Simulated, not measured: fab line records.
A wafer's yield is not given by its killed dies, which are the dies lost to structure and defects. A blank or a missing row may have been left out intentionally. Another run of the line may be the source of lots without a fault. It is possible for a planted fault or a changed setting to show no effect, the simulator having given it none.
Matching of chambers    flow n5_finfet    4 sister chambers for N5_BEOL_M10_VIA_ETCH_34 on rie_diel-01
The step etches SiCOH lowk in C4F6/O2, target depth 184.5 nm, time 69.2 s. 8 wafers are shown with their chamber, then 10 later ones without.

EACH WAFER AND ITS CHAMBER
wafer   chamber  rf_vpp_V (V)  throttle_valve_pct (%)
L081.3  3        662           20.93
L081.5  2        685           21.28
L086.2  2        686           21.27
L086.3  1        664           20.38
L090.3  1        665           20.43
L090.6  0        635           21.21
L093.1  3        659           20.98
L093.3  0        631           21.22

WAFERS MISSING THEIR CHAMBER
wafer   rf_vpp_V (V)  throttle_valve_pct (%)
L093.4  684           21.32
L091.1  660           20.97
L091.2  665           20.44
L091.4  665           20.41
L095.1  686           21.33
L095.2  633           21.23
L095.3  664           20.43
L095.4  660           20.98
L095.5  660           20.99
L095.6  684           21.33

CHAMBER TAKEN BY EACH
wafer   from the rows above  in truth
L093.4  2                    2
L091.1  3                    3
L091.2  1                    1
L091.4  1                    1
L095.1  2                    2
L095.2  0                    0
L095.3  1                    1
L095.4  3                    3
L095.5  3                    3
L095.6  2                    2
Correct placement for 10 of the 10. Not placeable from these rows: 0. 0 placed wrongly.
How it was worked out, from the rows above alone: a wafer's distance from a chamber is the root of the sum, over the readings, of the square of ((its reading less the chamber's mean) divided by the reading's scatter). The wafer belongs to the nearest chamber; if the next one is less than 2 further off, it can't be placed. For every chamber, the mean is computed from those of its wafers that are shown. The scatter: the root of (the sum of the squares of (reading less its chamber's mean) over the shown wafers, divided by (wafers less chambers)).
